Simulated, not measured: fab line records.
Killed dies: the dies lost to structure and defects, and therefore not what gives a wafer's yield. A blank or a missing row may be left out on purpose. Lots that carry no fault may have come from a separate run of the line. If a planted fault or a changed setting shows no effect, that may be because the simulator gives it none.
Matching of chambers -- flow n5-finfet -- N5_STI_FIN_REVEAL_STRIP_24 on rie-diel-05 has 4 sister chambers
The step strips in N2/H2, time 90 s. 16 wafers are shown with their chamber, then 8 later ones without.

## WAFERS, EACH WITH ITS CHAMBER
wafer,chamber,throttle-valve-pct (%),showerhead-plenum-p-Torr (Torr),oes-product-au (a.u.)
L076.2,2,11.85,3.31,0.87
L076.4,3,12.57,3.51,0.75
L076.6,2,11.83,3.31,0.87
L077.2,2,11.85,3.31,0.86
L077.3,3,12.56,3.51,0.74
L077.5,2,11.86,3.31,0.86
L080.2,1,12.57,3.34,0.71
L080.3,3,12.58,3.50,0.74
L080.4,2,11.85,3.30,0.86
L081.3,2,11.88,3.30,0.85
L081.4,1,12.58,3.34,0.71
L081.6,3,12.59,3.50,0.74
L084.1,0,11.91,3.30,0.88
L084.5,0,11.93,3.30,0.89
L084.6,3,12.61,3.50,0.73
L086.1,1,12.61,3.33,0.70

SIGNATURES (means of the wafers above)
reading,chamber 0,chamber 1,chamber 2,chamber 3,scatter within a chamber
throttle-valve-pct,11.9200,12.5867,11.8533,12.5820,0.018
showerhead-plenum-p-Torr,3.3000,3.3367,3.3067,3.5040,0.00516
oes-product-au,0.8850,0.7067,0.8617,0.7400,0.00707
Rule: a wafer lies at a distance from a chamber equal to the root of the sum of squares, over the readings, of (its reading less the chamber's mean, divided by the reading's scatter). The wafer belongs to the nearest chamber; if the next one is less than 2 further off, it can't be placed. The scatter is the square root of a quotient: the sum, over the shown wafers, of each reading's squared deviation from its chamber's mean, divided by wafers minus chambers.

## WAFERS WITH NO CHAMBER GIVEN
wafer,throttle-valve-pct (%),showerhead-plenum-p-Torr (Torr),oes-product-au (a.u.)
L086.5,12.59,3.33,0.69
L086.6,11.89,3.30,0.84
L088.1,11.95,3.30,0.87
L088.3,12.64,3.49,0.73
L088.5,12.62,3.49,0.72
L091.2,12.63,3.49,0.73
L091.3,11.94,3.30,0.86
L091.5,12.63,3.49,0.72

## THE CHAMBER EACH PASSED THROUGH
wafer,from the rows above,in truth
L086.5,1,1
L086.6,2,2
L088.1,0,0
L088.3,3,3
L088.5,3,3
L091.2,3,3
L091.3,can't be placed: 0 or 2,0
L091.5,3,3
Correctly placed: 7 of 8. Cannot be placed on the basis of these rows: 1; the candidates contain the true chamber in 1. Wrongly placed: 0.
